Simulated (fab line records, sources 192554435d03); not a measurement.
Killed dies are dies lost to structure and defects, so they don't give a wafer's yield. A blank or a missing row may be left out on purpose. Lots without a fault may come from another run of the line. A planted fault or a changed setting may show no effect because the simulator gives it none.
fab line records | flow n5_finfet
record lots=7 wafers=39
route steps=1938 shown ZERO_LAYER@11 FIN_SAQP@96 SD_EPI_N@269 HKMG_FIN@401
start_h: hours from the record's first day to the start of the lot's first wafer shown | wait_h: hours since the lot's step before | " the same as in the row above | L1.1+2: a row that stands for several wafers | - no value, or no start given | * or withheld: withheld | < > ~ a bound
route shown NAME@n: a module of which the file shows steps, and the number in the route of the first | usual: mean/standard deviation of fault-free wafers | same: alike in all rows | chamber/n: place in a boat | sites: the reading at each site | _std_site: their standard deviation | _edge_site: outer sites' mean less inner sites' | radius_mm: how far each site lies from the wafer's centre | mask NAME#n: copy n | behind: the tool/chamber that last shaped the wafer | hold: why the lot was held/for how many hours/how that ended | device: the transistor (n, p or np) that didn't switch | end of line: the same wafers' tests at the end of the route | a step without rows: its recipe alone | killed: dies lost to structure and defects at the first sort, not the wafer's yield | map: a wafer's dies, x killed, . not, _ none there
set.NAME: the setting as run; set.NAME@STEP: as run at that earlier step | model.NAME: the simulator's own value behind a step, which no gauge read
lots whose settings were changed on purpose; a table a step, a row a wafer
## steps
# step N5_ZERO_LAYER_DEVELOP_10
# recipe develop_time_s=60 rinse_liquid=diw dry=air_spin dev_temp_c=21
# columns lot.wafer tool chamber start_h wait_h set.develop_time_s
L074.1+4+6 litho_track-01 0 - - 60
L074.2+3+5 " 0 " " 46.2
L080.1+2+3 litho_track-02 0 - - 44.45
L080.4+5+6 " 0 " " 60
L084.1+2+4 litho_track-03 0 - - 50.94
L084.3+5+6 " 0 " " 60
L085.1+2+5 litho_track-01 0 - - 34.63
L085.3+4+6 " 0 " " 60
L086.1+2+5 litho_track-01 0 - - 49.37
L086.3+4+6 " 0 " " 60
L088.1+5+6 litho_track-03 0 - - 60
L088.2+3+4 " 0 " " 90.02
L097.1+2+3 litho_track-01 0 - - 60
# step N5_ZERO_LAYER_HARDBAKE_23
# recipe temp_c=130 time_s=120
# step N5_ZERO_LAYER_CD_MEAS_11
# recipe target_cd_nm=2000 landing_energy_ev=500 detector=se_inlens
# usual cd_nm=2000.2/1.6
# columns lot.wafer tool chamber start_h wait_h set.develop_time_s@ZERO_LAYER_DEVELOP_10 cd_nm
L074.1 cd_sem-03 0 12.66 - 60 2001.6
L074.2 " 0 " " 46.2 1996.2
L074.3 " 0 " " 46.2 1997.6
L074.4 " 0 " " 60 2000.6
L074.5 " 0 " " 46.2 1996.7
L074.6 " 0 " " 60 2000.9
L080.1 cd_sem-02 0 48.77 - 44.45 1994.1
L080.2 " 0 " " 44.45 1993.7
L080.3 " 0 " " 44.45 1992.5
L080.4 " 0 " " 60 1998.5
L080.5 " 0 " " 60 2001.7
L080.6 " 0 " " 60 2001.9
L084.1 cd_sem-03 0 72.64 - 50.94 1998.8
L084.2 " 0 " " 50.94 1997.2
L084.3 " 0 " " 60 1999.1
L084.4 " 0 " " 50.94 1997.7
L084.5 " 0 " " 60 2000.9
L084.6 " 0 " " 60 2002.5
L085.1 cd_sem-01 0 78.64 - 34.63 1989.3
L085.2 " 0 " " 34.63 1990.9
L085.3 " 0 " " 60 1999.2
L085.4 " 0 " " 60 2000.3
L085.5 " 0 " " 34.63 1989.7
L085.6 " 0 " " 60 2002.7
L086.1 cd_sem-03 0 84.64 - 49.37 1995.7
L086.2 " 0 " " 49.37 1995.0
L086.3 " 0 " " 60 2000.1
L086.4 " 0 " " 60 2001.1
L086.5 " 0 " " 49.37 1996.9
L086.6 " 0 " " 60 2001.3
L088.1 cd_sem-01 0 96.79 - 60 2000.5
L088.2 " 0 " " 90.02 2010.3
L088.3 " 0 " " 90.02 2008.4
L088.4 " 0 " " 90.02 2009.0
L088.5 " 0 " " 60 2001.8
L088.6 " 0 " " 60 2001.3
L097.1 cd_sem-02 0 150.79 - 60 1998.8
L097.2 " 0 " " 60 2000.0
L097.3 " 0 " " 60 1999.8
# step N5_ZERO_LAYER_DESCUM_16
# recipe chemistry=O2 time_s=7.9 source_power_w=50 bias_power_w=20 pressure_mtorr=20 rf_frequency_hz=2.712e+07 temp_c=40 o2_flow_sccm=225
# columns lot.wafer tool chamber start_h wait_h set.develop_time_s@ZERO_LAYER_DEVELOP_10 model.ZERO_LAYER.cd_nm
L074.1 rie_diel-05 3 12.70 0.0 60 2002
L074.2 " 1 " " 46.2 1996
L074.3 " 2 " " 46.2 1998
L074.4+6 " 3,2 " " 60 2001
L074.5 " 1 " " 46.2 1997
L080.1+2 rie_diel-04 1,0 48.81 0.0 44.45 1994
L080.3 " 3 " " 44.45 1993
L080.4 " 2 " " 60 1999
L080.5+6 " 3,2 " " 60 2002
L084.1 rie_diel-03 0 73.04 0.4 50.94 1999
L084.2+4 " 2,0 " " 50.94 1998
L084.3 " 2 " " 60 1999
L084.5 " 2 " " 60 2001
L084.6 " 0 " " 60 2002
L085.1 rie_diel-03 3 78.70 0.1 34.63 1989
L085.2 " 2 " " 34.63 1991
L085.3 " 0 " " 60 1999
L085.4 " 3 " " 60 -
L085.5 " 0 " " 34.63 1990
L085.6 " 2 " " 60 2003
L086.1 rie_diel-04 3 84.68 0.0 49.37 1996
L086.2 " 0 " " 49.37 1995
L086.3+4+6 " 2,1,0 " " 60 2001
L086.5 " 1 " " 49.37 1997
L088.1 rie_diel-03 3 96.84 0.0 60 2000
L088.2 " 0 " " 90.02 2010
L088.3 " 2 " " 90.02 2008
L088.4 " 2 " " 90.02 2009
L088.5 " 0 " " 60 2002
L088.6 " 3 " " 60 2001
L097.1 rie_diel-03 1 150.84 0.1 60 1999
L097.2+3 " 3,2 " " 60 2000
# step N5_FIN_SAQP_HM_DEP_03
# recipe material=SiNx target_thk_a=380 temp_c=400 precursor=SiH4/NH3/N2 pressure_torr=1.5 rf_w=300 time_s=33.6
# columns lot.wafer tool chamber start_h wait_h set.time_s model.SiNx_of_FIN_SAQP_HM_DEP_03.thk_nm
L074.1 pecvd-04 2 21.75 0.2 46.55 52.14
L074.2 " 1 " " 33.6 37.7
L074.3 " 0 " " 46.55 52.07
L074.4 " 1 " " 46.55 52.98
L074.5 " 2 " " 33.6 38.32
L074.6 " 0 " " 33.6 37.83
L080.1 pecvd-03 1 56.40 0.2 33.6 37.94
L080.2 " 0 " " 33.6 37.38
L080.3 " 2 " " 33.6 37.67
L080.4 " 0 " " 33.6 38.72
L080.5 " 2 " " 33.6 38.49
L080.6 " 1 " " 33.6 38.5
L084.1 pecvd-02 1 80.95 0.2 33.6 36.88
L084.2 " 0 " " 49.59 55.84
L084.3 " 2 " " 49.59 55.53
L084.4 " 0 " " 33.6 38.08
L084.5 " 2 " " 49.59 56.45
L084.6 " 1 " " 33.6 37.9
L085.1 pecvd-02 1 86.86 0.2 50.32 56.05
L085.2 " 2 " " 33.6 38.05
L085.3 " 0 " " 50.32 56.76
L085.4 " 1 " " 33.6 38.07
L085.5 " 2 " " 33.6 38.01
L085.6 " 0 " " 50.32 57.5
L086.1 pecvd-04 1 93.30 0.2 33.6 38.12
L086.2 " 2 " " 33.6 37.41
L086.3 " 1 " " 33.6 38.45
L086.4 " 2 " " 33.6 38.36
L086.5 " 1 " " 33.6 38.63
L086.6 " 2 " " 33.6 38.24
L088.1 pecvd-04 1 104.49 0.2 25.3 28.66
L088.2 " 2 " " 33.6 37.65
L088.3 " 0 " " 33.6 37.68
L088.4 " 0 " " 25.3 28.49
L088.5 " 2 " " 25.3 28.87
L088.6 " 1 " " 33.6 38.49
L097.1 pecvd-03 2 158.47 0.2 33.6 38.34
L097.2 " 0 " " 33.6 38.52
L097.3 " 1 " " 33.6 38.31
# step N5_FIN_SAQP_THK_MEAS_05
# usual thk_nm=38.2/0.45
# columns lot.wafer tool chamber start_h wait_h set.time_s@FIN_SAQP_HM_DEP_03 thk_nm
L074.1 film_metro-01 - 21.84 0.1 46.55 52.1
L074.2 " - " " 33.6 37.7
L074.3 " - " " 46.55 52.1
L074.4 " - " " 46.55 53.0
L074.5 " - " " 33.6 38.3
L074.6 " - " " 33.6 37.9
L080.1 film_metro-02 - 56.49 0.1 33.6 38.0
L080.2 " - " " 33.6 37.4
L080.3 " - " " 33.6 37.7
L080.4 " - " " 33.6 38.7
L080.5 " - " " 33.6 38.5
L080.6 " - " " 33.6 38.5
L084.1 film_metro-01 - 81.04 0.1 33.6 36.9
L084.2 " - " " 49.59 55.8
L084.3 " - " " 49.59 55.5
L084.4 " - " " 33.6 38.1
L084.5 " - " " 49.59 56.5
L084.6 " - " " 33.6 37.9
L085.1 film_metro-01 - 86.95 0.1 50.32 56.0
L085.2 " - " " 33.6 38.0
L085.3 " - " " 50.32 56.8
L085.4 " - " " 33.6 38.0
L085.5 " - " " 33.6 38.0
L085.6 " - " " 50.32 57.5
L086.1 film_metro-02 - 93.42 0.1 33.6 38.2
L086.2 " - " " 33.6 37.4
L086.3 " - " " 33.6 38.4
L086.4 " - " " 33.6 38.4
L086.5 " - " " 33.6 38.6
L086.6 " - " " 33.6 38.2
L088.1 film_metro-02 - 104.58 0.1 25.3 28.7
L088.2 " - " " 33.6 37.6
L088.3 " - " " 33.6 37.7
L088.4 " - " " 25.3 28.5
L088.5 " - " " 25.3 28.9
L088.6 " - " " 33.6 38.4
L097.1 film_metro-02 - 158.55 0.1 33.6 38.4
L097.2 " - " " 33.6 38.5
L097.3 " - " " 33.6 38.3
# step N5_FIN_SAQP_PECVD_47
# recipe material=a-Si target_thk_a=450 temp_c=400 precursor=SiH4/He pressure_torr=3 rf_w=100 time_s=36.3
# step N5_FIN_SAQP_PECVD_48
# recipe material=SiNx target_thk_a=250 temp_c=400 precursor=SiH4/NH3/N2 pressure_torr=1.5 rf_w=300 time_s=22.1
# step N5_FIN_SAQP_MANDREL2_REMOVE_60
# recipe chemistry=HBr/Cl2/O2 bt_time_s=10 target=a-Si stop_on=SiNx endpoint=OES-SiCl over_etch_frac=1 icp_w=600 bias_w=22 HBr_flow_sccm=150 Cl2_flow_sccm=80 O2_flow_sccm=5 pressure_mtorr=10
# step N5_FIN_SAQP_HM_OPEN_33
# recipe chemistry=CH3F/O2 target=SiNx mask_material=SiO2 target_depth_a=494 time_s=70.6 pressure_mtorr=30 source_w=395 bias_w=73 Ar_flow_sccm=150 CH3F_flow_sccm=30 O2_flow_sccm=20 ion_energy_ev=120 ends=cleared
# usual etch_rf_on_time_s=69.6/1.1
# columns lot.wafer tool chamber start_h wait_h set.time_s@FIN_SAQP_HM_DEP_03 etch_rf_on_time_s model.etch.depth_nm
L074.1 rie_diel-06 1 27.33 0.2 46.55 95.6 51.51
L074.2 " 0 " " 33.6 67.4 37.07
L074.3 " 3 " " 46.55 93.8 51.43
L074.4 " 2 " " 46.55 95.2 52.24
L074.5 " 3 " " 33.6 68.6 37.58
L074.6 " 0 " " 33.6 69.2 37.2
L080.1 rie_diel-06 3 62.61 0.0 33.6 69.5 37.25
L080.2 " 1 " " 33.6 69.9 36.74
L080.3 " 0 " " 33.6 68.9 37.01
L080.4 " 2 " " 33.6 70.3 38.07
L080.5 " 1 " " 33.6 71.1 37.83
L080.6 " 0 " " 33.6 71.1 37.81
L084.1 rie_diel-02 1 85.60 0.1 33.6 67.0 36.25
L084.2 " 3 " " 49.59 101.4 55.08
L084.3 " 0 " " 49.59 104.0 54.89
L084.4 " 2 " " 33.6 69.3 37.37
L084.5 " 0 " " 49.59 105.4 55.83
L084.6 " 3 " " 33.6 68.7 37.19
L085.1 rie_diel-01 0 93.14 0.0 50.32 105.1 55.41
L085.2 " 3 " " 33.6 69.5 37.38
L085.3 " 2 " " 50.32 105.3 56.13
L085.4 " 1 " " 33.6 68.8 37.38
L085.5 " 3 " " 33.6 69.4 37.37
L085.6 " 2 " " 50.32 106.8 56.87
L086.1 rie_diel-01 1 99.73 0.2 33.6 69.1 37.48
L086.2 " 0 " " 33.6 68.9 36.7
L086.3 " 3 " " 33.6 69.4 37.68
L086.4 " 2 " " 33.6 70.2 37.73
L086.5 " 0 " " 33.6 70.8 38
L086.6 " 3 " " 33.6 69.0 37.53
L088.1 rie_diel-01 3 109.39 0.0 25.3 52.2 28.03
L088.2 " 2 " " 33.6 69.6 36.99
L088.3 " 0 " " 33.6 69.3 37.03
L088.4 " 1 " " 25.3 51.1 27.8
L088.5 " 2 " " 25.3 53.0 28.21
L088.6 " 1 " " 33.6 69.4 37.84
L097.1 rie_diel-01 2 164.13 0.0 33.6 71.5 37.69
L097.2 " 1 " " 33.6 71.1 37.85
L097.3 " 0 " " 33.6 71.5 37.63
# step N5_SD_EPI_N_DEVELOP_08
# recipe develop_time_s=30 developer=TMAH resist=CAR-ArF-block dev_temp_c=23 rinse_liquid=diw dry=air_spin
# columns lot.wafer tool chamber start_h wait_h set.develop_time_s
L074.1+4+5 litho_track-01 0 - - 22.98
L074.2+3+6 " 0 " " 30
L080.1+2+6 litho_track-01 0 - - 18.88
L080.3+4+5 " 0 " " 30
L084.1+2+6 litho_track-01 0 - - 30
L084.3+4+5 " 0 " " 45.28
L085.1+5+6 litho_track-04 0 - - 12.21
L085.2+3+4 " 0 " " 30
L086.1+2+3 litho_track-04 0 - - 30
L086.4+5+6 " 0 " " 14.99
L088.1+2+6 litho_track-01 0 - - 30
L088.3+4+5 " 0 " " 25.25
L097.1+2+3 litho_track-05 0 - - 30
# step N5_SD_EPI_N_CD_MEAS_09
# recipe target_cd_nm=120 landing_energy_ev=500 detector=se_inlens
# usual cd_nm=120.0/0.57
# columns lot.wafer tool chamber start_h wait_h set.develop_time_s@SD_EPI_N_DEVELOP_08 cd_nm
L074.1 cd_sem-03 0 49.97 - 22.98 117.3
L074.2 " 0 " " 30 119.0
L074.3 " 0 " " 30 118.6
L074.4 " 0 " " 22.98 117.3
L074.5 " 0 " " 22.98 117.8
L074.6 " 0 " " 30 118.8
L080.1 cd_sem-03 0 89.67 - 18.88 117.1
L080.2 " 0 " " 18.88 118.2
L080.3 " 0 " " 30 120.4
L080.4 " 0 " " 30 120.2
L080.5 " 0 " " 30 119.8
L080.6 " 0 " " 18.88 116.7
L084.1 cd_sem-01 0 110.59 - 30 120.0
L084.2 " 0 " " 30 119.5
L084.3 " 0 " " 45.28 122.6
L084.4 " 0 " " 45.28 122.2
L084.5 " 0 " " 45.28 122.2
L084.6 " 0 " " 30 120.4
L085.1 cd_sem-03 0 118.23 - 12.21 114.8
L085.2 " 0 " " 30 120.3
L085.3 " 0 " " 30 120.0
L085.4 " 0 " " 30 120.1
L085.5 " 0 " " 12.21 114.5
L085.6 " 0 " " 12.21 115.0
L086.1 cd_sem-03 0 122.35 - 30 121.4
L086.2 " 0 " " 30 120.7
L086.3 " 0 " " 30 120.6
L086.4 " 0 " " 14.99 116.5
L086.5 " 0 " " 14.99 116.2
L086.6 " 0 " " 14.99 116.2
L088.1 cd_sem-03 0 131.57 - 30 119.1
L088.2 " 0 " " 30 118.9
L088.3 " 0 " " 25.25 117.5
L088.4 " 0 " " 25.25 118.4
L088.5 " 0 " " 25.25 118.4
L088.6 " 0 " " 30 118.9
L097.1 cd_sem-03 0 186.39 - 30 120.1
L097.2 " 0 " " 30 120.2
L097.3 " 0 " " 30 119.9
# step N5_SD_EPI_N_DESCUM_14
# recipe chemistry=O2 time_s=7.9 source_power_w=50 bias_power_w=20 pressure_mtorr=20 rf_frequency_hz=2.712e+07 temp_c=40 resist=CAR-ArF-block o2_flow_sccm=225
# columns lot.wafer tool chamber start_h wait_h set.develop_time_s@SD_EPI_N_DEVELOP_08 model.SD_EPI_N.cd_nm
L074.1 rie_diel-06 3 50.06 0.0 22.98 117.2
L074.2 " 2 " " 30 118.6
L074.3 " 0 " " 30 119
L074.4 " 1 " " 22.98 117
L074.5 " 3 " " 22.98 117.4
L074.6 " 2 " " 30 119.4
L080.1 rie_diel-02 2 89.76 0.0 18.88 117.2
L080.2 " 3 " " 18.88 118.2
L080.3 " 1 " " 30 120
L080.4 " 0 " " 30 120.2
L080.5 " 0 " " 30 119.6
L080.6 " 3 " " 18.88 117
L084.1 rie_diel-06 2 110.68 0.0 30 120.4
L084.2 " 3 " " 30 119.8
L084.3 " 1 " " 45.28 122
L084.4 " 3 " " 45.28 122.4
L084.5 " 1 " " 45.28 122.2
L084.6 " 2 " " 30 120.2
L085.1 rie_diel-01 2 118.43 0.1 12.21 115
L085.2 " 1 " " 30 120.2
L085.3+4 " 3,0 " " 30 120
L085.5 " 3 " " 12.21 114.6
L085.6 " 2 " " 12.21 115.4
L086.1+2 rie_diel-01 3,2 122.43 0.0 30 121
L086.3 " 0 " " 30 -
L086.4+5 " 1,3 " " 14.99 116.6
L086.6 " 0 " " 14.99 116
L088.1 rie_diel-02 0 131.66 0.0 30 119
L088.2 " 3 " " 30 119.2
L088.3 " 1 " " 25.25 118
L088.4 " 2 " " 25.25 118.6
L088.5 " 3 " " 25.25 118.4
L088.6 " 2 " " 30 118.8
L097.1+2+3 rie_diel-02 1,0,2 186.53 0.1 30 120
# step N5_SD_EPI_N_ETCH_34
# recipe chemistry=CF4 target=SiARC target_depth_a=455 mask_material=CAR-ArF-block time_s=75.8 ion_energy_ev=80 pressure_mtorr=40 source_w=545 bias_w=36 Ar_flow_sccm=100 cf4_flow_sccm=100 ends=cleared
# columns lot.wafer tool chamber start_h wait_h set.develop_time_s@SD_EPI_N_DEVELOP_08 model.SD_EPI_N.cd_nm
L074.1 rie_diel-06 3 50.09 0.0 22.98 117.4
L074.2 " 2 " " 30 118.6
L074.3 " 0 " " 30 119
L074.4 " 1 " " 22.98 117
L074.5 " 3 " " 22.98 117.6
L074.6 " 2 " " 30 119.4
L080.1 rie_diel-02 2 89.79 0.0 18.88 117.2
L080.2 " 3 " " 18.88 118.2
L080.3+4 " 1,0 " " 30 120.2
L080.5 " 0 " " 30 119.6
L080.6 " 3 " " 18.88 116.8
L084.1+6 rie_diel-06 2 110.72 0.0 30 120.2
L084.2 " 3 " " 30 120
L084.3 " 1 " " 45.28 122
L084.4 " 3 " " 45.28 122.4
L084.5 " 1 " " 45.28 122.2
L085.1 rie_diel-01 2 118.46 0.0 12.21 115.2
L085.2+4 " 1,0 " " 30 120.2
L085.3 " 3 " " 30 120
L085.5 " 3 " " 12.21 114.4
L085.6 " 2 " " 12.21 115.6
L086.1+2 rie_diel-01 3,2 122.47 0.0 30 121
L086.3 " 0 " " 30 120.8
L086.4 " 1 " " 14.99 116.6
L086.5 " 3 " " 14.99 116.4
L086.6 " 0 " " 14.99 116
L088.1+2 rie_diel-02 0,3 131.69 0.0 30 119
L088.3+5 " 1,3 " " 25.25 118.2
L088.4 " 2 " " 25.25 118.4
L088.6 " 2 " " 30 118.8
L097.1 rie_diel-02 1 186.56 0.0 30 120.2
L097.2 " 0 " " 30 119.8
L097.3 " 2 " " 30 120
# step N5_SD_EPI_N_ETCH_35
# recipe chemistry=N2/H2 target=SOC overetch_a=1080 mask_material=SiARC temp_c=40 ion_energy_ev=100 source_w=3000 bias_w=133 pressure_mtorr=20 time_s=486 n2_flow_sccm=200 h2_flow_sccm=200
# columns lot.wafer tool chamber start_h wait_h set.develop_time_s@SD_EPI_N_DEVELOP_08 model.SD_EPI_N.cd_nm
L074.1 rie_diel-06 3 50.15 0.0 22.98 117.8
L074.2 " 2 " " 30 118.6
L074.3 " 0 " " 30 119
L074.4 " 1 " " 22.98 117.4
L074.5 " 3 " " 22.98 118.8
L074.6 " 2 " " 30 119.6
L080.1 rie_diel-02 2 89.85 0.0 18.88 116.2
L080.2 " 3 " " 18.88 118.6
L080.3 " 1 " " 30 120.6
L080.4 " 0 " " 30 120.4
L080.5 " 0 " " 30 119.2
L080.6 " 3 " " 18.88 116.6
L084.1 rie_diel-06 2 110.77 0.0 30 119.8
L084.2 " 3 " " 30 120
L084.3 " 1 " " 45.28 122.4
L084.4 " 3 " " 45.28 123.4
L084.5 " 1 " " 45.28 121.6
L084.6 " 2 " " 30 120.2
L085.1 rie_diel-01 2 118.52 0.0 12.21 114.6
L085.2 " 1 " " 30 120.2
L085.3 " 3 " " 30 118.4
L085.4 " 0 " " 30 119
L085.5 " 3 " " 12.21 113.2
L085.6 " 2 " " 12.21 114.8
L086.1 rie_diel-01 3 122.53 0.0 30 120.8
L086.2 " 2 " " 30 121
L086.3 " 0 " " 30 120
L086.4 " 1 " " 14.99 116.2
L086.5 " 3 " " 14.99 115.2
L086.6 " 0 " " 14.99 116
L088.1 rie_diel-02 0 131.75 0.0 30 119.8
L088.2+6 " 3,2 " " 30 120.4
L088.3 " 1 " " 25.25 119.8
L088.4 " 2 " " 25.25 120
L088.5 " 3 " " 25.25 120.2
L097.1 rie_diel-02 1 186.62 0.0 30 121
L097.2 " 0 " " 30 120.6
L097.3 " 2 " " 30 119.4
# step N5_HKMG_FIN_DESCUM_53
# recipe chemistry=O2 time_s=7.9 source_power_w=50 bias_power_w=20 pressure_mtorr=20 rf_frequency_hz=2.712e+07 temp_c=40 resist=CAR-ArF o2_flow_sccm=225
# columns lot.wafer tool chamber start_h wait_h set.time_s model.CAR-ArF_of_HKMG_FIN_COAT_43.thk_nm
L074.1+2 rie_diel-01 0,2 72.01 0.3 4.721 85.4
L074.3 " 3 " " 7.9 84
L074.4 " 1 " " 7.9 83.8
L074.5 " 2 " " 7.9 83.6
L074.6 " 1 " " 4.721 85.6
L080.1 rie_diel-01 0 113.43 0.0 7.9 83.4
L080.2+3+5 " 1,2,1 " " 7.9 83.2
L080.4+6 " 3,0 " " 7.9 83
L084.1+2 rie_diel-01 3,2 131.94 0.0 7.9 83.6
L084.3 " 0 " " 7.9 83.4
L084.4+5 " 1,0 " " 5.729 84.6
L084.6 " 3 " " 5.729 84.8
L085.1+2+3 rie_diel-02 0,3,2 141.90 0.3 10.51 81.6
L085.4+5+6 " 1,3,2 " " 7.9 83.4
L086.1+5+6 rie_diel-06 1,3,0 143.88 0.0 9.313 82.6
L086.2+3+4 " 0,2,3 " " 7.9 83.6
L088.1+6 rie_diel-02 1,2 153.45 0.0 7.9 83.2
L088.2 " 0 " " 4.052 85.4
L088.3 " 2 " " 7.9 83
L088.4+5 " 3,1 " " 4.052 85.6
L097.1+2 rie_diel-01 3,1 210.72 0.0 7.9 83.4
L097.3 " 0 " " 7.9 83.2
# step N5_HKMG_FIN_ETCH_54
# recipe chemistry=CF4 target=SiARC target_depth_a=455 mask_material=CAR-ArF time_s=75.8 ion_energy_ev=80 pressure_mtorr=40 source_w=545 bias_w=36 Ar_flow_sccm=100 cf4_flow_sccm=100 ends=cleared
# columns lot.wafer tool chamber start_h wait_h set.time_s@HKMG_FIN_DESCUM_53 model.CAR-ArF_of_HKMG_FIN_COAT_43.thk_nm
L074.1+2+6 rie_diel-01 0,2,1 72.05 0.0 4.721 52.8
L074.3+4 " 3,1 " " 7.9 51.2
L074.5 " 2 " " 7.9 51
L080.1+2+3+6 rie_diel-01 0,1,2,0 113.46 0.0 7.9 50.6
L080.4+5 " 3,1 " " 7.9 50.4
L084.1+3 rie_diel-01 3,0 131.97 0.0 7.9 50.8
L084.2 " 2 " " 7.9 51
L084.4 " 1 " " 5.729 52
L084.5 " 0 " " 5.729 51.8
L084.6 " 3 " " 5.729 52.2
L085.1+2+3 rie_diel-02 0,3,2 141.94 0.0 10.51 49.2
L085.4+5 " 1,3 " " 7.9 51
L085.6 " 2 " " 7.9 50.8
L086.1 rie_diel-06 1 143.91 0.0 9.313 49.8
L086.2+3+4 " 0,2,3 " " 7.9 51
L086.5+6 " 3,0 " " 9.313 50
L088.1 rie_diel-02 1 153.49 0.0 7.9 50.8
L088.2+4 " 0,3 " " 4.052 52.8
L088.3 " 2 " " 7.9 50.2
L088.5 " 1 " " 4.052 53
L088.6 " 2 " " 7.9 50.6
L097.1 rie_diel-01 3 210.76 0.0 7.9 51
L097.2 " 1 " " 7.9 50.8
L097.3 " 0 " " 7.9 50.6
## key
split step=N5_ZERO_LAYER_DEVELOP_10 setting=develop_time_s stated=60 by=wafer
response step=N5_ZERO_LAYER_CD_MEAS_11 reading=cd_nm change=+0.212 per=1% r=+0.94
response step=N5_ZERO_LAYER_DESCUM_16 reading=model.ZERO_LAYER.cd_nm change=+0.214 per=1% r=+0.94
split step=N5_FIN_SAQP_HM_DEP_03 setting=time_s stated=33.6 by=wafer
response step=N5_FIN_SAQP_HM_DEP_03 reading=model.SiNx_of_FIN_SAQP_HM_DEP_03.thk_nm change=+0.379 per=1% r=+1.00
response step=N5_FIN_SAQP_THK_MEAS_05 reading=thk_nm change=* per=1% r=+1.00
response step=N5_FIN_SAQP_HM_OPEN_33 reading=etch_rf_on_time_s change=* per=1% r=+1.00
response step=N5_FIN_SAQP_HM_OPEN_33 reading=model.etch.depth_nm change=+0.379 per=1% r=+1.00
split step=N5_SD_EPI_N_DEVELOP_08 setting=develop_time_s stated=30 by=wafer
response step=N5_SD_EPI_N_CD_MEAS_09 reading=cd_nm change=+0.0756 per=1% r=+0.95
response step=N5_SD_EPI_N_DESCUM_14 reading=model.SD_EPI_N.cd_nm change=+0.0714 per=1% r=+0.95
response step=N5_SD_EPI_N_ETCH_34 reading=model.SD_EPI_N.cd_nm change=+0.0725 per=1% r=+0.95
response step=N5_SD_EPI_N_ETCH_35 reading=model.SD_EPI_N.cd_nm change=+0.0741 per=1% r=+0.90
split step=N5_HKMG_FIN_DESCUM_53 setting=time_s stated=7.9 by=wafer
response step=N5_HKMG_FIN_DESCUM_53 reading=model.CAR-ArF_of_HKMG_FIN_COAT_43.thk_nm change=-0.0475 per=1% r=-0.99
response step=N5_HKMG_FIN_ETCH_54 reading=model.CAR-ArF_of_HKMG_FIN_COAT_43.thk_nm change=-0.0468 per=1% r=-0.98
